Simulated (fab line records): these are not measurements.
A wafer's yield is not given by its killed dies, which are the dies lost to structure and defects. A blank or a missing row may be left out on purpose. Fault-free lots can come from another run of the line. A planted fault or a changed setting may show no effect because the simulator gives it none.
Split-lot experiment ; flow n5_finfet ; 21 wafers read from 7 lots, route of 1938 steps

== THE SPLIT ITSELF ==
At N5_BEOL_M6_EXPOSE_25 (exposes mask V5, target cd 40 nm), the setting dose_mj was moved away from the recipe's 45 on 8 of the 21 wafers read, by -2.6% to +5.2%. For the rest of the wafers, this setting stayed at what the recipe calls for.

== FROM THE SPLIT TO THE READING: what the file shows between them, 2 steps ==
- N5_BEOL_M6_PEB_26: peb time 60 s
- N5_BEOL_M6_DEVELOP_27: develop time 30 s

== THE READING ==
Shown in nm: cd_nm at N5_BEOL_M6_CD_MEAS_28, with target cd 40 nm. Typical for fault-free wafers on this fab line: 39.97 nm, with standard deviation 0.23 nm.

wafer;tool, chamber at the split;dose_mj as run;against the recipe;cd_nm, nm;against lot-mates on the recipe
L076.1;euv_scanner-01, 0;45;recipe;40.05;-
L076.4;euv_scanner-01, 0;45;recipe;39.90;-
L076.6;euv_scanner-01, 0;43.83;-2.6%;39.23;-0.74
L079.1;euv_scanner-02, 0;45;recipe;39.85;-
L079.3;euv_scanner-02, 0;47.06;+4.6%;41.03;+1.18
L079.6;euv_scanner-02, 0;47.06;+4.6%;41.30;+1.45
L080.1;euv_scanner-01, 0;45;recipe;40.04;-
L080.3;euv_scanner-01, 0;45;recipe;39.38;-
L080.4;euv_scanner-01, 0;45;recipe;39.91;-
L082.2;euv_scanner-02, 0;46.89;+4.2%;40.58;+0.66
L082.3;euv_scanner-02, 0;45;recipe;39.92;-
L082.5;euv_scanner-02, 0;46.89;+4.2%;40.78;+0.86
L086.2;euv_scanner-01, 0;45;recipe;40.16;-
L086.3;euv_scanner-01, 0;45;recipe;39.91;-
L086.5;euv_scanner-01, 0;45;recipe;39.98;-
L089.2;euv_scanner-01, 0;47.35;+5.2%;41.07;+1.03
L089.4;euv_scanner-01, 0;45;recipe;40.04;-
L089.6;euv_scanner-01, 0;47.35;+5.2%;41.04;+1.00
L090.1;euv_scanner-02, 0;45;recipe;40.29;-
L090.5;euv_scanner-02, 0;47.09;+4.6%;40.90;+0.59
L090.6;euv_scanner-02, 0;45;recipe;40.32;-

FIT RESULTS
A straight line over all 21 wafers: cd_nm changes by +0.217 nm for each +1% of dose_mj; r = +0.93; the points scatter about the line by 0.22 nm.
The same after taking each lot's own level away (the mean of its wafers on the recipe; 21 wafers): +0.214 nm for each +1%; r = +0.93; scatter 0.21 nm.
The reading moves by 1.1 nm for the largest change in dose_mj, on that fit.
Measured against the standard deviation above, the lots' own levels, which go from 39.777 to 40.305 nm, span 2.3 times it.
So the lot-to-lot level changes the slope little: the two slopes agree.
Check: +1.11 nm against its lot-mates is what the line predicts for one of the wafers moved furthest among these (+5.2%) when that wafer is left out of the fit. Against them it came out at +1.03 nm.

== THE WHOLE CHAIN: every reading that the file lists as answering this split, in the file's order ==
step;what it does;reading;change (the file's fit);r (the file's)
N5_BEOL_M6_CD_MEAS_28;target cd 40 nm;cd_nm;+0.204 nm for each +1% of the setting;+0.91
N5_BEOL_M6_DESCUM_33;chemistry O2, time 7 s;BEOL_M6.cd_nm (the simulator's own value, which no gauge read);+0.238 nm for each +1% of the setting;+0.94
N5_BEOL_M6_ETCH_72;etches underlayer in N2/H2, target depth 6.5 nm, time 5.2 s;BEOL_M6.cd_nm (the simulator's own value, which no gauge read);+0.222 nm for each +1% of the setting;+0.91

== FILE'S OWN FIT ==
cd_nm changes by +0.204 nm for each +1% of dose_mj, r = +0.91.
